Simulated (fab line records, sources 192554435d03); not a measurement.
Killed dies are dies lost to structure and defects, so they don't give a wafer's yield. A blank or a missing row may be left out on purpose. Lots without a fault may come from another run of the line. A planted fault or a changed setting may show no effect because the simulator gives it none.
Problem report in the 8D (eight disciplines) form, filled by code | flow n5_finfet | the parts of the form that need people (team, actions taken, sign-off) are left out

1. THE PROBLEM
run_length_s at N5_BEOL_M1_CVD_47 reads a mean of 135.2 s on 3 wafers of 2 lots; wafers without a fault read 246.5 s with a standard deviation of 0.35. That is -99 or more standard deviations from the usual mean.
The step: deposits Co from CCTBA/H2, target thk 3 nm, time 223.8 s.
First seen on wafer L477.3, day 10 03:14, on cvd_co-02. The record holds 28 wafers of 10 lots with a number at this step. Rule for "out", or "out of limits": more than 4 standard deviations from the usual mean. The other wafers with a number count as sound.

2. WHAT IT IS AND WHAT IT IS NOT
question                    | is                     | is not
which readings at this step | run_length_s           | -
which lots                  | L477, L478             | L462, L464, L466, L467, L468, L469, L473, L474
which wafers of those lots  | L477.3, L478.1, L478.2 | L477.5, L477.6, L478.6
read on which tools         | cvd_co-02              | cvd_co-01
when                        | from day 10 03:14      | up to then (24 sound wafers); but 1 sound wafer of L478 came after

3. SUSPECTS, AND WHAT RULES EACH OUT
Counting: a tool at a process step up to the reading stays a suspect if it ran every lot that is out. Sound lots after the first of them don't rule it out here, since some wafers of a struck lot are sound.
- cvd_co-02 at N5_BEOL_M1_CVD_47 (deposits Co from CCTBA/H2, target thk 3 nm, time 223.8 s): kept. It ran every lot that is out, first L477 (day 10 03:14); its last sound lot up to then is L474 (day 9 19:20). Its own readings are out on those wafers: run_length_s.
Left after counting: cvd_co-02 at N5_BEOL_M1_CVD_47.

4. THE CAUSE (what the simulator had put in)
Process parameter drift: cvd_co-02, from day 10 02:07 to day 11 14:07, at N5_BEOL_M1_CVD_47. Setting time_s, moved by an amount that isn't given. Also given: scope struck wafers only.
Counting left only this tool.

5. THE CHAIN OF EFFECTS, in route order
Each row: a reading whose mean over the struck wafers that have a number lies more than 3 standard deviations from the usual. Only readings for which the record gives a usual standard deviation are gone through. hours: the time from each lot's start at the first step in this table that gives one to its start at this step, as a median over the lots. sigmas: the change in usual standard deviations.
hours | step              | reading      | usual   | on struck wafers | change | sigmas
0     | N5_BEOL_M1_CVD_47 | run_length_s | 246.5 s | 135.2            | -111.3 | -99 or more
The process steps in it:
- N5_BEOL_M1_CVD_47: deposits Co from CCTBA/H2, target thk 3 nm, time 223.8 s.
Later measuring or inspecting steps at which every struck wafer that the step has a row for has a number for every such reading, and none has moved that far: N5_BEOL_M4_RC_MEAS_101.

6. WHAT WOULD HAVE CAUGHT IT SOONER
In this record the first reading out of limits was taken at day 10 03:14, 1 hour after the fault began at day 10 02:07.
